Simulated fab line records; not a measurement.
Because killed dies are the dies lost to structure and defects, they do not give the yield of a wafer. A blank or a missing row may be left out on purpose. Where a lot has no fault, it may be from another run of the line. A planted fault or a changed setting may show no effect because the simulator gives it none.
fab line records -- flow n5-finfet
[record] lots = 10, wafers = 26, last-day = 21
route steps=1938 shown BEOL_M4@1111 BEOL_M8@1385 BEOL_M9@1401 PASSIVATION@1936
lots untouched by any fault: they come from a run of this same line in which no faults occurred
start-h: the number of hours between the record's first day and the start of the first shown wafer of the lot -- wait-h: how many hours have passed since the lot's step before this one -- " the same as in the row above -- L1.1+2: a single row standing in for several wafers -- - no value present, or no start provided -- * or withheld: withheld -- < > ~ a bound
route shown NAME@n: NAME is a module with steps in the file, n the number in the route of the first one -- usual: the fault-free wafers' mean and standard deviation -- same: alike in all rows -- chamber/n: place in a boat -- sites: readings site by site -- _std_site: their standard deviation -- _edge_site: the outer-site mean with the inner-site mean subtracted -- radius-mm: how far each site lies from the wafer's centre -- mask NAME#n: copy n -- behind: tool/chamber where the wafer was last shaped -- hold: what put the lot on hold/how long, in hours/how the hold closed -- device: which transistor (n, p or np) failed to switch -- end of line: the route-end tests of the same wafers -- where a step has no rows: the recipe by itself -- killed: dies lost to structure and defects at the first sort, not the wafer's yield -- map: a wafer's dies, x killed, . not, _ none there
set.NAME: the setting the step ran with; set.NAME@STEP: the setting that earlier step ran with -- model.NAME: the simulator's own value behind a step, which no gauge read
steps of the route over a sample of lots; a table a step, a row a wafer
services: the hour from which a tool's chamber was out of use, counted from the record's first day as start-h (under 0 if before that day), plus the number of hours and why
[[steps]]
[step N5_BEOL_M4_RC_MEAS_101]
[usual] DIBL_N = 37.7/2, DIBL_P = 37.7/2.3, IOFF_N = 0.18/0.039, IOFF_P = 0.23/0.042, ION_N = 681/12, ION_P = 463/8, SS_N = 71.9/0.68, SS_P = 73.6/0.71, VT_N = 248/3.2, VT_P = -249/3.1
lot.wafer,tool,chamber,start-h,wait-h,DIBL_N[mV/V],DIBL_P[mV/V],IOFF_N[nA/um],IOFF_P[nA/um],ION_N[uA/um],ION_P[uA/um],SS_N[mV/dec],SS_P[mV/dec],VT_N[mV],VT_P[mV]
L349.1,prober-01,0,273.92,0.0,36.0,33.5,0.15,0.17,683,459,71.5,73.2,248,-252
L349.4,prober-01,0,273.92,0.0,41.0,39.8,0.31,0.28,702,465,72.3,74.6,239,-246
L349.5,prober-01,0,273.92,0.0,37.1,35.3,0.17,0.20,672,459,71.9,73.7,247,-250
L351.2,prober-02,0,276.70,0.2,38.0,37.0,0.19,0.20,692,462,71.4,73.3,247,-252
L351.6,prober-02,0,276.70,0.2,37.4,37.3,0.16,0.21,681,459,71.2,73.3,249,-252
L353.2,prober-02,0,281.51,0.2,36.9,37.8,0.16,0.22,654,455,71.3,74.1,252,-251
L353.4,prober-02,0,281.51,0.2,35.0,34.6,0.14,0.18,679,455,71.2,73.2,250,-253
L354.2,prober-01,0,305.45,0.2,38.0,39.8,0.20,0.25,684,466,72.1,75.0,244,-250
L354.4,prober-01,0,305.45,0.2,36.3,37.5,0.16,0.21,684,469,72.1,73.8,252,-249
L358.1,prober-02,0,323.10,0.0,34.1,34.6,0.14,0.18,668,453,70.5,72.2,250,-252
L358.3,prober-02,0,323.10,0.0,36.3,37.9,0.19,0.24,697,472,72.3,73.2,247,-248
L358.5,prober-02,0,323.10,0.0,34.2,35.2,0.16,0.19,689,470,71.6,73.5,247,-249
L360.3,prober-02,0,327.06,0.3,40.5,39.8,0.25,0.26,689,464,72.8,74.4,242,-247
L360.5,prober-02,0,327.06,0.3,34.8,32.8,0.13,0.16,669,452,70.7,72.4,250,-253
L360.6,prober-02,0,327.06,0.3,39.7,38.2,0.21,0.23,681,462,72.7,73.4,246,-252
L364.2,prober-02,0,358.24,0.2,37.4,38.8,0.16,0.23,663,454,71.4,74.0,254,-251
L364.6,prober-02,0,358.24,0.2,36.1,37.4,0.15,0.20,674,456,71.9,73.9,252,-252
L366.3,prober-01,0,360.36,0.3,38.0,36.7,0.18,0.22,665,457,71.2,73.7,248,-250
L366.5,prober-01,0,360.36,0.3,37.0,35.4,0.16,0.20,677,462,71.2,73.1,248,-249
L366.6,prober-01,0,360.36,0.3,39.6,38.5,0.20,0.24,681,463,72.0,74.4,246,-251
L368.1,prober-01,0,385.68,0.0,38.0,40.6,0.18,0.23,686,471,72.0,73.7,247,-252
L368.3,prober-01,0,385.68,0.0,33.6,34.2,0.11,0.14,645,444,71.2,71.8,256,-253
L368.4,prober-01,0,385.68,0.0,35.8,36.5,0.15,0.17,675,454,71.7,73.3,251,-256
L369.1,prober-02,0,385.87,0.0,38.5,36.9,0.20,0.21,681,464,72.8,73.6,247,-249
L369.3,prober-02,0,385.87,0.0,35.3,35.0,0.15,0.19,682,464,71.3,73.6,248,-249
L369.6,prober-02,0,385.87,0.0,36.5,36.6,0.15,0.20,671,457,71.7,73.2,251,-249
[step N5_BEOL_M8_CD_MEAS_35]
[recipe] target-cd-nm = 40, polarity = opening
[usual] cd-nm = 39.4/0.71
lot.wafer,tool,chamber,start-h,wait-h,cd-nm
L349.1,cd-sem-02,-,312.77,0.0,39.8
L349.4,cd-sem-02,-,312.77,0.0,39.8
L349.5,cd-sem-02,-,312.77,0.0,39.3
L351.2,cd-sem-02,-,319.33,0.0,39.4
L351.6,cd-sem-02,-,319.33,0.0,38.0
L353.2,cd-sem-03,-,321.79,0.0,40.0
L353.4,cd-sem-03,-,321.79,0.0,38.2
L354.2,cd-sem-03,-,342.53,0.0,39.1
L354.4,cd-sem-03,-,342.53,0.0,39.8
L358.1,cd-sem-02,-,358.93,0.0,39.3
L358.3,cd-sem-02,-,358.93,0.0,39.7
L358.5,cd-sem-02,-,358.93,0.0,40.3
L360.3,cd-sem-02,-,361.64,0.0,39.2
L360.5,cd-sem-02,-,361.64,0.0,40.6
L360.6,cd-sem-02,-,361.64,0.0,40.0
L366.3,cd-sem-01,-,391.56,0.0,40.1
L366.5,cd-sem-01,-,391.56,0.0,39.1
L366.6,cd-sem-01,-,391.56,0.0,40.1
L364.2,cd-sem-03,-,395.01,0.0,39.9
L364.6,cd-sem-03,-,395.01,0.0,40.5
L368.1,cd-sem-03,-,419.87,0.0,39.1
L368.3,cd-sem-03,-,419.87,0.0,39.9
L368.4,cd-sem-03,-,419.87,0.0,37.9
L369.1,cd-sem-03,-,425.45,0.0,40.4
L369.3,cd-sem-03,-,425.45,0.0,39.2
L369.6,cd-sem-03,-,425.45,0.0,39.0
[step N5_BEOL_M8_ALD_77]
[recipe] material = TaN, target-thk-a = 20, temp-c = 275, ald-precursor-family = PDMAT, ald-co-reactant = NH3, pressure-torr = 3, carrier-flow-sccm = 1500, pulse-time-s = 2, purge-time-s = 3, co-reactant-purge-time-s = 2, co-reactant-pulse-time-s = 3, ald-cycles = 40, precursor-vessel-temp-c = 75, precursor-vessel-pressure-torr = 26.25, precursor-vessel-carrier-sccm = 1000
[usual] heater-power-w = 436/50
lot.wafer,tool,chamber,start-h,wait-h,heater-power-w
L349.1,ald-metal-04,1,313.24,0.0,415
L349.4,ald-metal-04,2,313.24,0.0,457
L349.5,ald-metal-04,3,313.24,0.0,466
L351.2,ald-metal-01,3,321.73,0.0,451
L351.6,ald-metal-01,2,321.73,0.0,382
L353.2,ald-metal-01,1,322.39,0.0,466
L353.4,ald-metal-01,0,322.39,0.0,384
L354.2,ald-metal-01,3,343.18,0.0,467
L354.4,ald-metal-01,1,343.18,0.0,488
L358.1,ald-metal-02,0,359.62,0.1,342
L358.3,ald-metal-02,3,359.62,0.1,410
L358.5,ald-metal-02,1,359.62,0.1,441
L360.3,ald-metal-01,1,362.33,0.2,477
L360.5,ald-metal-01,1,362.33,0.2,489
L360.6,ald-metal-01,0,362.33,0.2,376
L366.3,ald-metal-04,3,392.27,0.1,473
L366.5,ald-metal-04,3,392.27,0.1,462
L366.6,ald-metal-04,0,392.27,0.1,507
L364.2,ald-metal-04,1,396.15,0.3,419
L364.6,ald-metal-04,0,396.15,0.3,520
L368.1,ald-metal-02,2,420.78,0.1,384
L368.3,ald-metal-02,1,420.78,0.1,426
L368.4,ald-metal-02,0,420.78,0.1,352
L369.1,ald-metal-01,0,427.63,0.0,366
L369.3,ald-metal-01,3,427.63,0.0,457
L369.6,ald-metal-01,3,427.63,0.0,452
[step N5_BEOL_M9_ILD_DEP_00]
[recipe] material = SiCOH_lowk, target-thk-a = 3085.1, temp-c = 300, precursor = DEMS/porogen, pressure-torr = 5, rf-w = 500, time-s = 58
[usual] heater-power-w = 321/78, run-length-s = 100.9/0.58, showerhead-plenum-p-Torr = 5.737/0.018, throttle-valve-pct = 14.1/0.51
lot.wafer,tool,chamber,start-h,wait-h,heater-power-w,run-length-s,showerhead-plenum-p-Torr,throttle-valve-pct
L349.1,pecvd-03,1,316.53,0.0,219,100.6,5.717,14.6
L349.4,pecvd-03,1,316.53,0.0,223,100.5,5.739,14.7
L349.5,pecvd-03,0,316.53,0.0,222,100.8,5.721,14.0
L351.2,pecvd-03,0,324.48,0.0,217,100.7,5.725,14.3
L351.6,pecvd-03,0,324.48,0.0,225,100.6,5.740,14.2
L353.2,pecvd-03,1,324.77,0.0,263,64.3,5.729,14.4
L353.4,pecvd-03,0,324.77,0.0,181,100.7,5.728,14.1
L354.2,pecvd-03,2,344.74,0.0,365,65.6,5.753,13.3
L354.4,pecvd-03,1,344.74,0.0,236,100.8,5.716,14.6
L358.1,pecvd-03,2,362.06,0.0,380,65.4,5.763,13.1
L358.3,pecvd-03,0,362.06,0.0,206,100.6,5.746,13.9
L358.5,pecvd-03,0,362.06,0.0,215,101.0,5.726,14.0
L360.3,pecvd-02,1,364.13,0.1,373,100.3,5.732,14.3
L360.5,pecvd-02,0,364.13,0.1,352,100.6,5.745,14.5
L360.6,pecvd-02,1,364.13,0.1,382,100.5,5.713,14.8
L366.3,pecvd-02,0,395.10,0.0,351,101.1,5.747,14.3
L366.5,pecvd-02,1,395.10,0.0,354,100.2,5.717,14.3
L366.6,pecvd-02,0,395.10,0.0,343,101.5,5.731,13.8
L364.2,pecvd-02,0,397.79,0.0,303,101.5,5.737,14.5
L364.6,pecvd-02,1,397.79,0.0,379,100.8,5.729,14.2
L368.1,pecvd-04,0,422.58,0.0,447,100.9,5.728,14.3
L368.3,pecvd-04,1,422.58,0.0,341,101.1,5.705,14.6
L368.4,pecvd-04,2,422.58,0.0,428,100.0,5.733,13.1
L369.1,pecvd-03,1,429.29,0.0,247,100.4,5.725,14.6
L369.3,pecvd-03,2,429.29,0.0,376,101.7,5.755,13.8
L369.6,pecvd-03,1,429.29,0.0,252,100.3,5.737,14.8
[step N5_BEOL_M9_THK_MEAS_01]
[recipe] reads = SiCOH_lowk_of_BEOL_M9_ILD_DEP_00
[usual] M9_ILD_THK = 268/4.6
lot.wafer,tool,chamber,start-h,wait-h,M9_ILD_THK[nm]
L349.1,film-metro-02,-,317.12,0.4,258
L349.4,film-metro-02,-,317.12,0.4,265
L349.5,film-metro-02,-,317.12,0.4,270
L351.2,film-metro-02,-,325.12,0.4,265
L351.6,film-metro-02,-,325.12,0.4,269
L353.2,film-metro-01,-,325.40,0.4,96
L353.4,film-metro-01,-,325.40,0.4,272
L354.2,film-metro-01,-,345.34,0.4,99
L354.4,film-metro-01,-,345.34,0.4,263
L358.1,film-metro-01,-,362.69,0.4,101
L358.3,film-metro-01,-,362.69,0.4,267
L358.5,film-metro-01,-,362.69,0.4,269
L360.3,film-metro-02,-,364.72,0.3,278
L360.5,film-metro-02,-,364.72,0.3,276
L360.6,film-metro-02,-,364.72,0.3,273
L366.3,film-metro-02,-,395.87,0.3,269
L366.5,film-metro-02,-,395.87,0.3,273
L366.6,film-metro-02,-,395.87,0.3,274
L364.2,film-metro-02,-,398.38,0.4,270
L364.6,film-metro-02,-,398.38,0.4,273
L368.1,film-metro-01,-,423.17,0.4,268
L368.3,film-metro-01,-,423.17,0.4,264
L368.4,film-metro-01,-,423.17,0.4,268
L369.1,film-metro-01,-,429.89,0.4,262
L369.3,film-metro-01,-,429.89,0.4,265
L369.6,film-metro-01,-,429.89,0.4,265
[step N5_BEOL_M9_HM_DEP_02]
[recipe] material = TiN, target-thk-a = 200, temp-c = 25, chamber-pressure-pa = 0.49996
[usual] chamber-pressure-pa = 0.5000/0.001, throttle-valve-pct = 30.0/1.2
lot.wafer,tool,chamber,start-h,wait-h,chamber-pressure-pa,throttle-valve-pct
L349.1,pvd-sputter-02,-,318.61,1.4,0.4990,30.2
L349.4,pvd-sputter-02,-,318.61,1.4,0.5010,28.9
L349.5,pvd-sputter-02,-,318.61,1.4,0.5014,28.9
L351.2,pvd-sputter-03,-,326.72,1.5,0.4998,28.4
L351.6,pvd-sputter-03,-,326.72,1.5,0.4992,28.9
L353.2,pvd-sputter-03,-,326.82,1.3,0.5001,32.0
L353.4,pvd-sputter-03,-,326.82,1.3,0.5003,29.0
L354.2,pvd-sputter-02,-,346.85,1.5,0.4994,30.5
L354.4,pvd-sputter-02,-,346.85,1.5,0.5000,30.7
L358.1,pvd-sputter-03,-,365.85,3.1,0.4990,32.0
L358.3,pvd-sputter-03,-,365.85,3.1,0.4997,29.0
L358.5,pvd-sputter-03,-,365.85,3.1,0.5010,29.9
L360.3,pvd-sputter-03,-,366.63,1.9,0.4994,31.8
L360.5,pvd-sputter-03,-,366.63,1.9,0.5019,28.4
L360.6,pvd-sputter-03,-,366.63,1.9,0.5003,32.1
L366.3,pvd-sputter-01,-,397.06,1.1,0.5012,29.9
L366.5,pvd-sputter-01,-,397.06,1.1,0.5011,31.9
L366.6,pvd-sputter-01,-,397.06,1.1,0.5013,31.4
L364.2,pvd-sputter-02,-,399.05,0.6,0.4977,29.0
L364.6,pvd-sputter-02,-,399.05,0.6,0.4990,30.8
L368.1,pvd-sputter-02,-,424.55,1.3,0.4989,30.5
L368.3,pvd-sputter-02,-,424.55,1.3,0.4987,30.6
L368.4,pvd-sputter-02,-,424.55,1.3,0.5006,28.8
L369.1,pvd-sputter-03,-,430.04,0.1,0.5027,31.9
L369.3,pvd-sputter-03,-,430.04,0.1,0.5003,30.0
L369.6,pvd-sputter-03,-,430.04,0.1,0.5011,28.9
[step N5_PASSIVATION_PROBE_49]
[usual] defect-limited-yield = 91.1/1.4, killed_at_M0_to_M3 = 34/9.6, killed_at_M4_up = 15/5.3, killed-at-contacts = 12/6.1, killed-at-front-end = 40/11, killed-at-other = 3.5/2.8, killed-dies = 105/17, killed-on-rim = 14/4.3, killed-open = 70/12, killed-short = 34/7.7, sort_bin_4_leakage = 0.01/0.07, sort_bin_5_function = 5.2/0.97, sort_bin_6_memory = 3.4/0.62, sort_bin_8_speed = 0.00/0.023, sort-n-pass = 1075/17, sort-yield-pct = 91.1/1.4
[same] gross-dies = 1180, killed-at-back-side = 0
lot.wafer,tool,chamber,start-h,wait-h,defect-limited-yield[%],killed_at_M0_to_M3,killed_at_M4_up,killed-at-contacts,killed-at-front-end,killed-at-other,killed-dies,killed-on-rim,killed-open,killed-short,sort_bin_4_leakage[%],sort_bin_5_function[%],sort_bin_6_memory[%],sort_bin_8_speed[%],sort-n-pass,sort-yield-pct[%]
L353.2,prober-01,-,403.44,0.1,0,28,1094,21,36,1,1180,152,65,34,0,4.9,3.1,0,0,0
L353.4,prober-01,-,403.54,0.2,91.6,41,11,11,36,0,99,11,60,39,0,4.8,3.1,0,1081,91.6
L354.2,prober-01,-,412.24,0.1,0.1,32,1061,16,59,11,1179,152,87,43,0,7.1,3.7,0,1,0.1
L354.4,prober-01,-,412.34,0.2,90.8,45,14,12,26,12,109,15,71,36,0,5.9,3.1,0,1071,90.8
L358.1,prober-01,-,435.73,0.0,0,38,1093,9,39,1,1180,152,66,39,0,4.7,3.9,0,0,0
L358.3,prober-01,-,435.83,0.1,91.2,36,19,7,39,3,104,18,73,30,0,5.5,3.1,0,1076,91.2
L358.5,prober-01,-,435.93,0.2,91.4,34,20,8,37,3,102,9,74,27,0,4.7,3.6,0,1078,91.4
// killed by level:class
L353.2 BEOL_M9:area-dep=1081 MOL_CONTACT_COAG:geometric-particle:open=16 FIN_SAQP:geometric-particle:open=10 FIN_SAQP:geometric-particle:short=9 BEOL_M1:geometric-particle:open=6 BEOL_M2:geometric-particle:open=6 BEOL_M4:geometric-particle:open=6 MOL_CONTACT_COAG:geometric-particle:short=5
L353.4 FIN_SAQP:geometric-particle:open=15 BEOL_M0_SAQP:geometric-particle:short=12 MOL_CONTACT_COAG:geometric-particle:open=9 FIN_SAQP:geometric-particle:short=8 BEOL_M3:geometric-particle:open=8 BEOL_M0_SAQP:geometric-particle:open=6 BEOL_M4:geometric-particle:open=6 BEOL_M1:geometric-particle:open=4
L354.2 BEOL_M9:area-dep=1047 STI_FIN_REVEAL:geometric-particle:open=20 MOL_CONTACT_COAG:geometric-particle:open=13 BEOL_M1:geometric-particle:open=10 BEOL_M4:geometric-particle:open=9 BEOL_M0_SAQP:geometric-particle:open=8 FIN_SAQP:geometric-particle:short=7 BEOL_M0_SAQP:geometric-particle:short=6
L354.4 BEOL_M3:geometric-particle:open=12 BEOL_M4:geometric-particle:open=11 BEOL_M0_SAQP:geometric-particle:short=10 MOL_CONTACT_COAG:geometric-particle:open=10 BEOL_M1:geometric-particle:open=9 BEOL_M0_SAQP:geometric-particle:open=6 MIM_TOP_ETCH:geometric-particle:short=5 STI_FIN_REVEAL:geometric-particle:open=4
L358.1 BEOL_M9:area-dep=1073 BEOL_M0_SAQP:geometric-particle:short=10 DUMMY_GATE:geometric-particle:open=9 BEOL_M2:geometric-particle:open=8 MOL_CONTACT_COAG:geometric-particle:open=6 BEOL_M0_SAQP:geometric-particle:open=6 FIN_SAQP:geometric-particle:short=5 FIN_SAQP:geometric-particle:open=5
L358.3 BEOL_M3:geometric-particle:open=15 STI_FIN_REVEAL:geometric-particle:open=11 BEOL_M4:geometric-particle:open=8 FIN_SAQP:geometric-particle:open=5 DUMMY_GATE:geometric-particle:open=5 BEOL_M2:geometric-particle:open=5 DUMMY_GATE:geometric-particle:short=4 MOL_CONTACT_COAG:geometric-particle:open=4
L358.5 BEOL_M2:geometric-particle:open=15 STI_FIN_REVEAL:geometric-particle:open=13 BEOL_M1:geometric-particle:open=8 BEOL_M4:geometric-particle:open=8 FIN_SAQP:geometric-particle:open=7 FIN_SAQP:geometric-particle:short=7 MOL_CONTACT_COAG:geometric-particle:open=7 BEOL_M0_SAQP:geometric-particle:short=5
[[services]]
tool,chamber,start-h,hours,kind
pecvd-04,1,306.59,4.1,repair
ald-metal-01,0,314.89,2.4,repair
pecvd-02,-,324.36,0.8,repair
pecvd-04,-,324.90,0.8,repair
ald-metal-04,-,336.50,4.3,pm
ald-metal-02,-,337.25,14.0,pm
ald-metal-02,0,337.25,14.0,vent-cycle
ald-metal-02,1,337.25,14.0,vent-cycle
ald-metal-02,2,337.25,14.0,vent-cycle
ald-metal-02,3,337.25,14.0,vent-cycle
ald-metal-04,0,344.43,36.9,repair
ald-metal-02,0,351.25,-,clean
pecvd-02,2,355.98,11.3,repair
ald-metal-04,1,362.12,-,calibration
pecvd-04,-,364.73,5.5,pm
ald-metal-01,-,401.21,6.0,pm
pecvd-02,1,403.96,-,clean
pecvd-02,1,403.96,-,consumable-replace:showerhead
pecvd-02,1,403.96,29.0,scheduled-down
pecvd-02,1,403.96,29.0,vent-cycle
pvd-sputter-02,-,409.67,7.3,repair
pecvd-04,0,414.13,6.0,repair
pvd-sputter-01,-,426.95,3.4,repair
ald-metal-04,-,429.16,1.2,pm
[[key]]
[first-sign] step = N5_BEOL_M9_ILD_DEP_00, reading = run-length-s, direction = down, sigmas = 61, usual = *, struck = *
[effect] step = N5_BEOL_M9_THK_MEAS_01, reading = M9_ILD_THK, direction = down, sigmas = 37, usual = 268, struck = 99
[effect] step = N5_PASSIVATION_PROBE_49, reading = killed_at_M4_up, direction = up, sigmas = 99+, usual = 15, struck = 1083
[more-kills-born-at] N5_BEOL_M9_ILD_DEP_00@pecvd-03 = 3201
met-at N5_BEOL_M9_ILD_DEP_00
struck-lots L353,L354,L358
struck-wafers L353.2,L354.2,L358.1
later-rows-left-out L353.2,L354.2,L358.1
not-acting-at N5_BEOL_M8_CD_MEAS_35,N5_BEOL_M8_ALD_77,N5_BEOL_M9_HM_DEP_02
onset-between 324.48 324.77
[fault] kind = process-parameter-drift, tool = pecvd-03, chamber = -, onset-h = 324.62, steps = N5_BEOL_M9_ILD_DEP_00, channel = time-s, offset = *, shape = step, end-h = 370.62, scope = struck-wafers-only, acts-in = *, stated = *
// later-rows-left-out: the simulator's readings of these wafers behind a module that went badly wrong aren't trusted and aren't shown, but for the sort
